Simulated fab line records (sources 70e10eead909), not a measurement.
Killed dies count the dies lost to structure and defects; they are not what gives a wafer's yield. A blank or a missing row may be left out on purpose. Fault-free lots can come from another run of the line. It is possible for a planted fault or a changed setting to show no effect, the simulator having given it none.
fab line records | flow nand-harc
record lots=13 | wafers=39 | last-day=24
route steps=1159 shown A_SLIT@792 A_WL_FILL@809 END@1159
lots with no fault: from the same line, run without faults
start-h: start of the lot's first displayed wafer, in hours after the record's first day | wait-h: hours since the lot's step before | " unchanged from the row above | L1.1+2: a single row standing in for several wafers | - value missing, or start not given | * or withheld: withheld | < > ~ a bound
route shown NAME@n: a module of which the file shows steps, and the number in the route of the first | usual: mean/standard deviation of fault-free wafers | same: alike in all rows | chamber/n: place in a boat | sites: the reading at each site | _std_site: standard deviation across them | _edge_site: outer sites' mean less inner sites' | radius-mm: for every site, how far away it sits from the centre of the wafer | mask NAME#n: copy n | behind: the last tool/chamber to shape the wafer | hold: the reason the lot was held/the length of the hold in hours/how it ended | device: whichever transistor did not switch (one of n, p or np) | end of line: tests run on the same wafers once the route is complete | a step with no rows: only its recipe | killed: dies lost to structure and defects at the first sort, not the wafer's yield | map: a wafer's dies, x killed, . not, _ none there
set.NAME: the setting the step ran with; set.NAME@STEP: the setting that earlier step ran with | model.NAME: the simulator's own value behind a step, which no gauge read
route steps across a sampled set of lots; one table per step, one row per wafer
services: the hour from which a tool's chamber was out of use, counted from the record's first day as start-h (under 0 if before that day), plus the number of hours and why
## steps
# step NHARC_A_SLIT_INSPECT_11
# usual raw-defect-count=22/9.5
lot.wafer | tool              | chamber | start-h | wait-h | raw-defect-count
L197.2    | defect-inspect-01 | -       | 315.50  | 0.0    | 18
L197.4    | "                 | -       | "       | "      | 20
L197.5    | "                 | -       | "       | "      | 22
L199.2    | defect-inspect-02 | -       | 343.47  | 0.0    | 26
L199.4    | "                 | -       | "       | "      | 25
L199.5    | "                 | -       | "       | "      | 29
L201.3    | defect-inspect-01 | -       | 345.43  | 0.0    | 9
L201.4    | "                 | -       | "       | "      | 14
L201.5    | "                 | -       | "       | "      | 9
L202.1    | defect-inspect-01 | -       | 359.82  | 0.0    | 28
L202.5    | "                 | -       | "       | "      | 24
L202.6    | "                 | -       | "       | "      | 18
L204.2    | defect-inspect-02 | -       | 360.77  | 0.0    | 16
L204.3    | "                 | -       | "       | "      | 14
L204.6    | "                 | -       | "       | "      | 9
L203.3    | defect-inspect-02 | -       | 361.90  | 0.0    | 25
L203.4    | "                 | -       | "       | "      | 24
L203.5    | "                 | -       | "       | "      | 16
L205.3    | defect-inspect-02 | -       | 379.85  | 0.0    | 15
L205.4    | "                 | -       | "       | "      | 9
L205.6    | "                 | -       | "       | "      | 15
L206.1    | defect-inspect-02 | -       | 380.99  | 0.0    | 43
L206.3    | "                 | -       | "       | "      | 23
L206.5    | "                 | -       | "       | "      | 25
L208.3    | defect-inspect-02 | -       | 393.02  | 0.0    | 15
L208.4    | "                 | -       | "       | "      | 10
L208.5    | "                 | -       | "       | "      | 14
L209.2    | defect-inspect-01 | -       | 393.20  | 0.1    | 41
L209.4    | "                 | -       | "       | "      | 30
L209.6    | "                 | -       | "       | "      | 35
L210.2    | defect-inspect-02 | -       | 404.86  | 0.0    | 18
L210.5    | "                 | -       | "       | "      | 13
L210.6    | "                 | -       | "       | "      | 13
L217.1    | defect-inspect-02 | -       | 433.68  | 0.0    | 39
L217.5    | "                 | -       | "       | "      | 37
L217.6    | "                 | -       | "       | "      | 37
L219.2    | defect-inspect-01 | -       | 439.47  | 0.0    | 31
L219.4    | "                 | -       | "       | "      | 38
L219.6    | "                 | -       | "       | "      | 47
# step NHARC_A_SLIT_ETCH_26
# recipe bias-v=400 | source-w=2000 | pressure-mtorr=25 | time-s=90 | ar-flow-sccm=375 | c4f8-flow-sccm=41.7 | o2-flow-sccm=83.3 | target-depth-a=4000 | chemistry=C4F8/O2/Ar
# usual chamber-pressure-mTorr=25.001/0.022 | drypump-motor-current-A=5.7/0.37 | rf-fwd-power-W=1987/7.1 | showerhead-plenum-p-Torr=3.68/0.1 | throttle-valve-pct=27.619/0.0093
lot.wafer | tool        | chamber | start-h | wait-h | chamber-pressure-mTorr | drypump-motor-current-A | rf-fwd-power-W | rf-hours-counter-h | showerhead-plenum-p-Torr | throttle-valve-pct
L197.2    | har-etch-02 | 1       | 319.33  | 1.2    | 25.013                 | 6.0                     | 1978           | 171                | 3.66                     | 27.618
L197.4    | "           | 1       | "       | "      | 25.002                 | 6.0                     | 1985           | -                  | 3.66                     | 27.623
L197.5    | "           | 1       | "       | "      | 24.982                 | 6.0                     | 1978           | -                  | 3.66                     | 27.624
L199.2    | har-etch-01 | 0       | 348.10  | 1.3    | 24.990                 | 5.8                     | 1990           | 7                  | 3.83                     | 27.623
L199.4    | "           | 0       | "       | "      | 24.962                 | 5.8                     | 1998           | -                  | 3.83                     | 27.612
L199.5    | "           | 1       | "       | "      | 25.005                 | 5.1                     | 1995           | -                  | 3.72                     | 27.627
L201.3    | har-etch-01 | 0       | 349.83  | 0.8    | 24.993                 | 5.8                     | 1996           | -                  | 3.83                     | 27.611
L201.4    | "           | 1       | "       | "      | 25.005                 | 5.1                     | 1980           | -                  | 3.72                     | 27.611
L201.5    | "           | 0       | "       | "      | 24.992                 | 5.8                     | 1983           | -                  | 3.83                     | 27.615
L202.1    | har-etch-01 | 1       | 362.23  | 1.0    | 24.991                 | 5.2                     | 1987           | 14                 | 3.72                     | 27.618
L202.6    | "           | 0       | "       | "      | 25.021                 | 5.8                     | 1988           | -                  | 3.83                     | 27.605
L202.5    | "           | 1       | "       | "      | 25.013                 | 5.1                     | 1996           | -                  | 3.72                     | 27.615
L204.2    | har-etch-02 | 1       | 363.12  | 1.3    | 25.023                 | 5.9                     | 1987           | 190                | 3.65                     | 27.606
L204.3    | "           | 1       | "       | "      | 25.018                 | 5.9                     | 1987           | -                  | 3.65                     | 27.625
L204.6    | "           | 1       | "       | "      | 25.022                 | 6.0                     | 1988           | -                  | 3.65                     | 27.621
L203.3    | har-etch-01 | 1       | 364.27  | 0.8    | 25.001                 | 5.1                     | 2000           | -                  | 3.72                     | 27.620
L203.4    | "           | 0       | "       | "      | 24.995                 | 5.8                     | 1982           | -                  | 3.83                     | 27.622
L203.5    | "           | 0       | "       | "      | 25.031                 | 5.8                     | 1990           | -                  | 3.83                     | 27.622
L205.4    | har-etch-01 | 0       | 384.53  | 0.8    | 25.009                 | 5.8                     | 1994           | -                  | 3.82                     | 27.617
L205.3    | "           | 1       | "       | "      | 25.040                 | 5.1                     | 1996           | -                  | 3.71                     | 27.634
L205.6    | "           | 1       | "       | "      | 24.980                 | 5.1                     | 1995           | -                  | 3.71                     | 27.601
L206.1    | har-etch-02 | 0       | 385.27  | 1.0    | 25.047                 | 6.1                     | 1985           | 200                | 3.54                     | 27.621
L206.3    | "           | 0       | "       | "      | 24.991                 | 6.1                     | 1981           | -                  | 3.54                     | 27.634
L206.5    | "           | 0       | "       | "      | 25.033                 | 6.1                     | 1978           | -                  | 3.54                     | 27.636
L208.4    | har-etch-01 | 0       | 395.40  | 0.8    | 25.055                 | 5.8                     | 1993           | -                  | 3.82                     | 27.617
L208.3    | "           | 1       | "       | "      | 25.011                 | 5.1                     | 1994           | -                  | 3.71                     | 27.622
L208.5    | "           | 1       | "       | "      | 24.997                 | 5.1                     | 1980           | -                  | 3.71                     | 27.617
L209.2    | har-etch-02 | 0       | 395.52  | 1.0    | 24.986                 | 6.1                     | 1971           | 206                | 3.54                     | 27.621
L209.4    | "           | 0       | "       | "      | 25.009                 | 6.1                     | 1977           | -                  | 3.54                     | 27.617
L209.6    | "           | 1       | "       | "      | 24.997                 | 6.0                     | 1988           | -                  | 3.64                     | 27.623
L210.2    | har-etch-01 | 0       | 407.19  | 1.2    | 25.021                 | 5.8                     | 1980           | 39                 | 3.81                     | 27.605
L210.5    | "           | 0       | "       | "      | 25.025                 | 5.8                     | 1989           | -                  | 3.81                     | 27.620
L210.6    | "           | 1       | "       | "      | 25.038                 | 5.1                     | 1991           | -                  | 3.70                     | 27.613
L217.1    | har-etch-02 | 0       | 435.99  | 1.2    | 24.998                 | 6.1                     | 1983           | 226                | 3.53                     | 27.638
L217.6    | "           | 0       | "       | "      | 24.997                 | 6.1                     | 1974           | -                  | 3.53                     | 27.616
L217.5    | "           | 1       | "       | "      | 25.029                 | 6.0                     | 1980           | -                  | 3.63                     | 27.619
L219.2    | har-etch-02 | 1       | 441.79  | 1.0    | 24.990                 | 6.0                     | 1978           | 229                | 3.63                     | 27.622
L219.4    | "           | 1       | "       | "      | 25.001                 | 6.0                     | 1990           | -                  | 3.63                     | 27.616
L219.6    | "           | 1       | "       | "      | 24.996                 | 6.0                     | 1993           | -                  | 3.63                     | 27.632
# step NHARC_A_WL_FILL_ALD_00
# recipe target-thk-a=30 | pulse-time-s=3 | ald-cycles=30 | temp-c=300 | material=Al2O3
# usual ald-cycles=30/0 | heater-power-w=465/31 | precursor-pulse-height-rel=0.997/0.021
lot.wafer | tool      | chamber | start-h | wait-h | ald-cycles | heater-power-w | precursor-pulse-height-rel
L197.2    | ald-hk-02 | 0       | 326.80  | 0.2    | 30         | 506            | 0.997
L197.4    | "         | 2       | "       | "      | 30         | 463            | 0.998
L197.5    | "         | 0       | "       | "      | 30         | 491            | 0.982
L201.3    | ald-hk-02 | 3       | 357.05  | 0.1    | 30         | 470            | 1.023
L201.4    | "         | 2       | "       | "      | 30         | 464            | 0.974
L201.5    | "         | 3       | "       | "      | 30         | 484            | 0.981
L199.2    | ald-hk-03 | 2       | 357.11  | 0.1    | 30         | 488            | 0.988
L199.4    | "         | 3       | "       | "      | 30         | 421            | 1.008
L199.5    | "         | 2       | "       | "      | 30         | 473            | 0.986
L202.1    | ald-hk-01 | 3       | 373.34  | 2.3    | 30         | 482            | 0.978
L202.5    | "         | 1       | "       | "      | 30         | 485            | 0.983
L202.6    | "         | 2       | "       | "      | 30         | 432            | 1.012
L204.2    | ald-hk-01 | 1       | 373.45  | 2.4    | 30         | 490            | 0.977
L204.3    | "         | 0       | "       | "      | 30         | 507            | 0.976
L204.6    | "         | 2       | "       | "      | 30         | 455            | 0.993
L203.3    | ald-hk-02 | 3       | 373.48  | 2.5    | 30         | 457            | 1.008
L203.4    | "         | 1       | "       | "      | 30         | 401            | 0.979
L203.5    | "         | 2       | "       | "      | 30         | 460            | 0.991
L206.3    | ald-hk-03 | 1       | 392.47  | 0.1    | 30         | 440            | 1.009
L206.1    | "         | 2       | "       | "      | 30         | 483            | 1.030
L206.5    | "         | 0       | "       | "      | 30         | 483            | 1.009
L205.4    | ald-hk-01 | 3       | 392.48  | 0.1    | 30         | 477            | 1.024
L205.3    | "         | 0       | "       | "      | 30         | 517            | 0.971
L205.6    | "         | 1       | "       | "      | 30         | 499            | 0.974
L208.3    | ald-hk-01 | 3       | 404.23  | 0.1    | 30         | 494            | 1.006
L208.4    | "         | 0       | "       | "      | 30         | 499            | 1.028
L208.5    | "         | 2       | "       | "      | 30         | 438            | 0.987
L209.4    | ald-hk-01 | 1       | 404.42  | 0.3    | 30         | 488            | 0.973
L209.2    | "         | 2       | "       | "      | 30         | 440            | 0.996
L209.6    | "         | 3       | "       | "      | 30         | 475            | 0.976
L210.2    | ald-hk-03 | 3       | 416.20  | 0.1    | 30         | 418            | 0.986
L210.6    | "         | 3       | "       | "      | 30         | 418            | 1.003
L210.5    | "         | 0       | "       | "      | 30         | 490            | 1.017
L217.1    | ald-hk-02 | 1       | 445.42  | 0.6    | 30         | 423            | 1.012
L217.6    | "         | 3       | "       | "      | 30         | 477            | 0.973
L217.5    | "         | 0       | "       | "      | 30         | 486            | 1.019
L219.4    | ald-hk-01 | 0       | 450.68  | 0.1    | 30         | 532            | 0.971
L219.2    | "         | 2       | "       | "      | 30         | 435            | 1.001
L219.6    | "         | 0       | "       | "      | 30         | 531            | 1.002
# step NHARC_A_WL_FILL_ALD_02
# recipe target-thk-a=20 | pulse-time-s=3 | ald-cycles=100 | temp-c=450 | material=TiN
# usual ald-cycles=100/0 | heater-power-w=1130/120 | precursor-pulse-height-rel=1.003/0.021
lot.wafer | tool         | chamber | start-h | wait-h | ald-cycles | heater-power-w | precursor-pulse-height-rel
L197.2    | ald-metal-04 | 3       | 327.25  | 0.2    | 100        | 1083           | 0.992
L197.4    | "            | 2       | "       | "      | 100        | 1074           | 1.008
L197.5    | "            | 0       | "       | "      | 100        | 1280           | 0.971
L201.3    | ald-metal-03 | 1       | 357.60  | 0.2    | 100        | 1088           | 1.051
L201.4    | "            | 2       | "       | "      | 100        | 1093           | 1.025
L201.5    | "            | 0       | "       | "      | 100        | 1172           | 0.993
L199.2    | ald-metal-02 | 2       | 357.72  | 0.2    | 100        | 1136           | 1.006
L199.4    | "            | 1       | "       | "      | 100        | 839            | 0.975
L199.5    | "            | 3       | "       | "      | 100        | 1342           | 0.991
L202.1    | ald-metal-04 | 1       | 373.81  | 0.2    | 100        | 1128           | 0.970
L202.6    | "            | 0       | "       | "      | 100        | 1294           | 1.008
L202.5    | "            | 1       | "       | "      | 100        | 1132           | 1.005
L203.3    | ald-metal-03 | 3       | 373.93  | 0.1    | 100        | 1239           | 1.003
L203.4    | "            | 0       | "       | "      | 100        | 1194           | 1.007
L203.5    | "            | 3       | "       | "      | 100        | 1232           | 0.979
L204.3    | ald-metal-04 | 0       | 373.99  | 0.2    | 100        | 1226           | 0.949
L204.2    | "            | 2       | "       | "      | 100        | 1045           | 1.008
L204.6    | "            | 1       | "       | "      | 100        | 1123           | 1.002
L206.3    | ald-metal-02 | 1       | 392.89  | 0.1    | 100        | 839            | 0.984
L206.1    | "            | 3       | "       | "      | 100        | 1291           | 1.006
L206.5    | "            | 1       | "       | "      | 100        | 850            | 1.005
L205.4    | ald-metal-03 | 1       | 392.94  | 0.1    | 100        | 1118           | 1.003
L205.3    | "            | 3       | "       | "      | 100        | 1238           | 1.017
L205.6    | "            | 1       | "       | "      | 100        | 1103           | 0.988
L208.3    | ald-metal-02 | 2       | 404.69  | 0.1    | 100        | 1180           | 1.002
L208.4    | "            | 2       | "       | "      | 100        | 1186           | 1.042
L208.5    | "            | 3       | "       | "      | 100        | 1330           | 1.017
L209.2    | ald-metal-04 | 2       | 404.85  | 0.2    | 100        | 1062           | 0.981
L209.4    | "            | 0       | "       | "      | 100        | 1275           | 1.002
L209.6    | "            | 3       | "       | "      | 100        | 1097           | 0.959
L210.2    | ald-metal-03 | 0       | 416.79  | 0.3    | 100        | 1254           | 0.992
L210.5    | "            | 1       | "       | "      | 100        | 1127           | 0.966
L210.6    | "            | 2       | "       | "      | 100        | 1107           | 1.028
L217.1    | ald-metal-03 | 1       | 446.00  | 0.2    | 100        | 1060           | 0.995
L217.6    | "            | 1       | "       | "      | 141        | 1100           | 0.975
L217.5    | "            | 2       | "       | "      | 100        | 1105           | 1.007
L219.2    | ald-metal-03 | 1       | 451.18  | 0.2    | 141        | 1086           | 1.030
L219.4    | "            | 3       | "       | "      | 100        | 1268           | 1.019
L219.6    | "            | 0       | "       | "      | 141        | 1223           | 1.002
# step NHARC_END_SORT_01
# recipe temp-c=25
# usual killed-at-array=27/11 | killed-at-other=0.8/1.4 | killed-at-periphery=3.3/2 | killed-dies=31/11 | killed-open=3.4/1.8 | killed-short=2.1/1.3
# same gross-dies=677
lot.wafer | tool      | chamber | start-h | wait-h | killed-at-array | killed-at-other | killed-at-periphery | killed-dies | killed-open | killed-short
L204.2    | prober-01 | 0       | 477.69  | 2.8    | 16              | 4               | 2                   | 22          | 5           | 1
L204.3    | prober-01 | 0       | 478.49  | 3.1    | 17              | 9               | 1                   | 27          | 0           | 1
L204.6    | prober-01 | 0       | 480.92  | 4.0    | 14              | 7               | 3                   | 24          | 2           | 1
L203.3    | prober-02 | 0       | 479.90  | 3.1    | 21              | 0               | 3                   | 24          | 4           | 3
L203.4    | prober-02 | 0       | 480.70  | 3.4    | 24              | 1               | 3                   | 28          | 3           | 4
L203.5    | prober-02 | 0       | 481.51  | 3.7    | 16              | 0               | 3                   | 19          | 4           | 1
L202.1    | prober-01 | 0       | 484.78  | 2.5    | 29              | 0               | 1                   | 30          | 3           | 1
L202.5    | prober-01 | 0       | 487.99  | 3.7    | 33              | 0               | 2                   | 35          | 1           | 5
L202.6    | prober-01 | 0       | 488.80  | 4.0    | 22              | 0               | 5                   | 27          | 6           | 0
L206.1    | prober-01 | 0       | 496.81  | 2.5    | 55              | 0               | 1                   | 56          | 3           | 2
L206.3    | prober-01 | 0       | 498.41  | 3.1    | 33              | 1               | 1                   | 35          | 1           | 2
L206.5    | prober-01 | 0       | 500.01  | 3.7    | 32              | 0               | 3                   | 35          | 4           | 2
L205.3    | prober-02 | 0       | 498.42  | 3.1    | 15              | 0               | 4                   | 19          | 1           | 4
L205.4    | prober-02 | 0       | 499.21  | 3.4    | 10              | 1               | 3                   | 14          | 4           | 2
L205.6    | prober-02 | 0       | 500.79  | 4.0    | 15              | 0               | 5                   | 20          | 2           | 2
L208.3    | prober-01 | 0       | 508.25  | 3.1    | 20              | 0               | 2                   | 22          | 3           | 2
L208.4    | prober-01 | 0       | 509.05  | 3.4    | 12              | 2               | 6                   | 20          | 5           | 2
L208.5    | prober-01 | 0       | 509.84  | 3.7    | 13              | 0               | 6                   | 19          | 1           | 3
L209.2    | prober-02 | 0       | 513.19  | 2.8    | 45              | 0               | 1                   | 46          | 3           | 2
L209.4    | prober-02 | 0       | 514.79  | 3.4    | 38              | 0               | 4                   | 42          | 3           | 2
L209.6    | prober-02 | 0       | 516.39  | 4.0    | 40              | 0               | 1                   | 41          | 2           | 2
# killed by level:class
L204.2 A_STAIRCASE:chamber-film-flake=5 A_CHANNEL_HOLE_D1:chamber-film-flake=4 A_SLIT:chamber-film-flake=3 THIN_TSV:chamber-film-flake=3 P_GATE:geometric-particle:open=1 P_M1:geometric-particle:open=1 A_CHANNEL_HOLE_D1:geometric-particle:open=1 A_CHANNEL_FILL_D1:geometric-particle:open=1
L204.3 A_SLIT:chamber-film-flake=11 THIN_TSV:chamber-film-flake=9 A_CHANNEL_HOLE_D1:chamber-film-flake=2 A_STAIRCASE:chamber-film-flake=2 A_WL_FILL:geometric-particle:short=1 P_ZERO_WELL:chamber-film-flake=1 A_CONTACT:chamber-film-flake=1
L203.3 A_CHANNEL_HOLE_D1:chamber-film-flake=12 A_CONTACT:geometric-particle:open=2 A_CONTACT:chamber-film-flake=2 P_CONTACT:geometric-particle:open=1 A_SOURCE_PLATE:geometric-particle:short=1 A_ONON_D1:geometric-particle:short=1 A_CONTACT:geometric-particle:short=1 A_BLC:geometric-particle:open=1
L203.4 A_CHANNEL_HOLE_D1:chamber-film-flake=15 P_GATE:chamber-film-flake=2 P_CONTACT:geometric-particle:short=1 A_WL_FILL:geometric-particle:open=1 A_CONTACT:geometric-particle:open=1 A_CONTACT:geometric-particle:short=1 A_BLC:geometric-particle:short=1 A_BLC:geometric-particle:open=1
L204.6 A_SLIT:chamber-film-flake=7 THIN_TSV:chamber-film-flake=7 A_STAIRCASE:chamber-film-flake=3 A_CHANNEL_HOLE_D1:chamber-film-flake=2 P_M1:geometric-particle:open=1 A_CONTACT:geometric-particle:open=1 A_M0:geometric-particle:short=1 P_GATE:chamber-film-flake=1
L203.5 A_CHANNEL_HOLE_D1:chamber-film-flake=9 A_CHANNEL_HOLE_D1:geometric-particle:open=2 A_ZERO_WELL:chamber-film-flake=2 A_ONON_D1:geometric-particle:short=1 A_CHANNEL_FILL_D1:geometric-particle:open=1 A_M1:geometric-particle:open=1 P_STI:chamber-film-flake=1 P_CONTACT:chamber-film-flake=1
L202.1 A_CHANNEL_HOLE_D1:chamber-film-flake=19 A_CONTACT:chamber-film-flake=3 A_CONTACT:geometric-particle:open=2 A_STAIRCASE:chamber-film-flake=2 A_ONON_D1:geometric-particle:open=1 A_CONTACT:geometric-particle:short=1 P_M0:chamber-film-flake=1 A_WL_FILL:chamber-film-flake=1
L202.5 A_CHANNEL_HOLE_D1:chamber-film-flake=19 A_CONTACT:chamber-film-flake=7 A_WL_FILL:geometric-particle:short=4 A_CONTACT:geometric-particle:short=1 A_M0:geometric-particle:open=1 P_STI:chamber-film-flake=1 P_GATE:chamber-film-flake=1 A_STAIRCASE:chamber-film-flake=1
L202.6 A_CHANNEL_HOLE_D1:chamber-film-flake=11 P_M0:chamber-film-flake=3 A_STAIRCASE:chamber-film-flake=3 A_CONTACT:geometric-particle:open=2 A_CONTACT:chamber-film-flake=2 P_M0:geometric-particle:open=1 A_CHANNEL_FILL_D1:geometric-particle:open=1 A_BLC:geometric-particle:open=1
L206.1 A_CHANNEL_HOLE_D1:chamber-film-flake=21 A_SLIT:chamber-film-flake=15 A_WL_FILL:chamber-film-flake=6 A_STAIRCASE:chamber-film-flake=5 A_CHANNEL_FILL_D1:chamber-film-flake=3 P_STI:geometric-particle:open=1 A_CHANNEL_FILL_D1:geometric-particle:short=1 A_SGD_CUT:geometric-particle:open=1
L206.3 A_SLIT:chamber-film-flake=14 A_CHANNEL_HOLE_D1:chamber-film-flake=8 A_STAIRCASE:chamber-film-flake=6 A_WL_FILL:chamber-film-flake=2 P_STI:geometric-particle:short=1 A_SGD_CUT:geometric-particle:short=1 STARTING-WAFER:geometric-particle:open=1 A_CHANNEL_FILL_D1:chamber-film-flake=1
L205.3 A_CHANNEL_HOLE_D1:chamber-film-flake=4 A_STAIRCASE:chamber-film-flake=4 A_CONTACT:chamber-film-flake=3 P_GATE:chamber-film-flake=2 P_M0:geometric-particle:short=1 A_CHANNEL_FILL_D1:geometric-particle:short=1 A_SGD_CUT:geometric-particle:short=1 A_WL_FILL:geometric-particle:short=1
L205.4 A_CONTACT:chamber-film-flake=3 P_GATE:chamber-film-flake=2 A_CHANNEL_HOLE_D1:chamber-film-flake=2 P_GATE:geometric-particle:short=1 A_ONON_D1:geometric-particle:open=1 A_CHANNEL_HOLE_D1:geometric-particle:open=1 A_WL_FILL:geometric-particle:open=1 A_CONTACT:geometric-particle:open=1
L206.5 A_SLIT:chamber-film-flake=13 A_CHANNEL_HOLE_D1:chamber-film-flake=8 A_STAIRCASE:chamber-film-flake=4 A_CHANNEL_FILL_D1:chamber-film-flake=2 P_STI:geometric-particle:short=1 P_GATE:geometric-particle:short=1 P_M0:geometric-particle:open=1 A_SOURCE_PLATE:geometric-particle:open=1
L205.6 A_CONTACT:chamber-film-flake=5 A_STAIRCASE:chamber-film-flake=4 A_CHANNEL_HOLE_D1:chamber-film-flake=3 P_GATE:geometric-particle:short=1 P_CONTACT:geometric-particle:short=1 P_M2:geometric-particle:open=1 P_GATE:chamber-film-flake=1 A_M1:geometric-particle:open=1
L208.3 A_CHANNEL_HOLE_D1:chamber-film-flake=5 A_STAIRCASE:chamber-film-flake=5 A_CONTACT:chamber-film-flake=4 P_GATE:geometric-particle:open=1 A_CHANNEL_FILL_D1:geometric-particle:short=1 A_CONTACT:geometric-particle:open=1 A_M0:geometric-particle:open=1 A_M0:geometric-particle:short=1
L208.4 P_BONDPAD:chamber-film-flake=3 A_CHANNEL_FILL_D1:chamber-film-flake=3 A_CONTACT:chamber-film-flake=3 THIN_TSV:chamber-film-flake=2 P_GATE:geometric-particle:open=1 P_CONTACT:geometric-particle:open=1 P_M0:geometric-particle:open=1 A_ONON_D1:geometric-particle:short=1
L208.5 P_BONDPAD:chamber-film-flake=3 A_CHANNEL_HOLE_D1:chamber-film-flake=3 A_CHANNEL_FILL_D1:chamber-film-flake=3 A_STAIRCASE:chamber-film-flake=2 A_SGD_CUT:chamber-film-flake=2 A_CONTACT:chamber-film-flake=2 P_STI:geometric-particle:short=1 P_CONTACT:geometric-particle:short=1
L209.2 A_CHANNEL_HOLE_D1:chamber-film-flake=14 A_SLIT:chamber-film-flake=13 A_SGD_CUT:chamber-film-flake=5 A_BONDPAD:chamber-film-flake=5 A_CONTACT:chamber-film-flake=3 A_ONON_D1:geometric-particle:open=1 A_CHANNEL_FILL_D1:geometric-particle:short=1 A_CHANNEL_FILL_D1:geometric-particle:open=1
L209.4 A_CHANNEL_HOLE_D1:chamber-film-flake=17 A_SLIT:chamber-film-flake=13 A_BONDPAD:chamber-film-flake=2 P_STI:geometric-particle:open=1 A_CHANNEL_FILL_D1:geometric-particle:open=1 A_SGD_CUT:geometric-particle:short=1 A_WL_FILL:geometric-particle:short=1 A_BLC:geometric-particle:open=1
L209.6 A_CHANNEL_HOLE_D1:chamber-film-flake=17 A_SLIT:chamber-film-flake=9 A_BONDPAD:chamber-film-flake=5 A_SGD_CUT:chamber-film-flake=2 A_CONTACT:chamber-film-flake=2 A_SOURCE_PLATE:geometric-particle:open=1 A_SGD_CUT:geometric-particle:short=1 A_BLC:geometric-particle:open=1
## services
tool         | chamber | start-h | hours | kind
har-etch-01  | -       | 306.59  | 17.0  | pm
har-etch-01  | 0       | 306.59  | 17.0  | vent-cycle
har-etch-01  | 1       | 306.59  | 17.0  | vent-cycle
ald-metal-03 | -       | 322.00  | 10.0  | pm
ald-metal-03 | 0       | 322.00  | 10.0  | vent-cycle
ald-metal-03 | 1       | 322.00  | 10.0  | vent-cycle
ald-metal-03 | 2       | 322.00  | 10.0  | vent-cycle
ald-metal-03 | 3       | 322.00  | 10.0  | vent-cycle
ald-hk-03    | -       | 322.73  | 10.0  | pm
har-etch-01  | 0       | 323.59  | -     | clean
har-etch-01  | 0       | 323.59  | -     | consumable-replace:focus-ring
har-etch-01  | 1       | 323.59  | -     | clean
har-etch-01  | 1       | 323.59  | -     | consumable-replace:focus-ring
ald-metal-03 | 0       | 332.00  | -     | clean
ald-metal-03 | 1       | 332.00  | -     | clean
ald-metal-03 | 2       | 332.00  | -     | clean
ald-metal-03 | 3       | 332.00  | -     | clean
ald-metal-04 | 3       | 354.81  | 4.0   | repair
ald-metal-02 | -       | 364.00  | 10.0  | pm
ald-metal-02 | 0       | 396.76  | 19.3  | repair
ald-metal-04 | -       | 406.14  | 10.0  | pm
ald-hk-01    | -       | 406.35  | 10.0  | pm
ald-metal-02 | -       | 408.87  | 1.3   | repair
ald-metal-02 | -       | 415.04  | 12.5  | repair
## key
first-sign step=NHARC_A_WL_FILL_ALD_02 | reading=ald-cycles | direction=up | sigmas=99+ | usual=100 | struck=141
effect none on later readings
met-at NHARC_A_WL_FILL_ALD_02
struck-lots L217,L219
struck-wafers L217.6,L219.2,L219.6
tester-left-out L217,L219
not-acting-at NHARC_A_SLIT_INSPECT_11,NHARC_A_SLIT_ETCH_26,NHARC_A_WL_FILL_ALD_00
onset-between 416.79 446.00
fault kind=process-parameter-drift | tool=ald-metal-03 | chamber=- | onset-h=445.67 | steps=NHARC_A_WL_FILL_ALD_02 | channel=ald-cycles | offset=41 | shape=step | end-h=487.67 | scope=struck-wafers-only | acts-in=these-recipes-only | stated=100
# tester-left-out: of these lots the tester's yield and bins aren't shown, on N5 and GAA mostly nor the transistor test; their killed dies are dies lost to structure and defects alone, not to doping, threshold or leakage, so they don't give the yield
